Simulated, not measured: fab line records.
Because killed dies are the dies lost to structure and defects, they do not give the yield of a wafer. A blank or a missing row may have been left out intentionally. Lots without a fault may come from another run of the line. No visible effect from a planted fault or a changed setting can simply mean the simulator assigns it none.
Chamber matching ; flow n5-finfet ; 4 sister chambers for N5_FIN_SAQP_ETCH_67 on rie-diel-04
The step etches SiNx in CH3F/O2, target depth 30 nm. 8 wafers are shown with their chamber, then 10 later ones without.

## WAFERS PAIRED WITH THEIR CHAMBERS
wafer;chamber;showerhead-plenum-p-Torr (Torr);throttle-valve-pct (%)
L079.6;1;2.07;16.40
L082.4;2;1.92;16.53
L082.6;0;2.02;16.68
L083.2;3;1.90;16.26
L083.4;1;2.07;16.41
L083.6;3;1.90;16.23
L084.1;0;2.02;16.68
L084.4;2;1.91;16.56

## WAFERS WITHOUT THEIR CHAMBER
wafer;showerhead-plenum-p-Torr (Torr);throttle-valve-pct (%)
L084.6;1.91;16.56
L086.1;1.90;16.25
L086.5;1.90;16.25
L086.6;2.06;16.42
L089.2;2.02;16.69
L089.3;2.06;16.43
L089.6;2.02;16.70
L094.1;1.89;16.28
L094.2;2.06;16.46
L094.5;2.01;16.73

## WHICH CHAMBER EACH ONE RAN IN
wafer;from the rows above;in truth
L084.6;2;2
L086.1;3;3
L086.5;3;3
L086.6;1;1
L089.2;0;0
L089.3;1;1
L089.6;0;0
L094.1;3;3
L094.2;1;1
L094.5;0;0
10 of 10 placed correctly. From these rows, 0 cannot be placed. Placed wrongly: 0.
How it was worked out, from the rows above alone: a wafer's distance from a chamber is the root of the sum, over the readings, of the square of ((its reading less the chamber's mean) divided by the reading's scatter). If the next closest chamber is less than 2 further off than the closest, the wafer can't be placed; otherwise it belongs to the closest. Each chamber's mean is taken over the wafers shown for it. The scatter: the root of (the sum of the squares of (reading less its chamber's mean) over the shown wafers, divided by (wafers less chambers)).
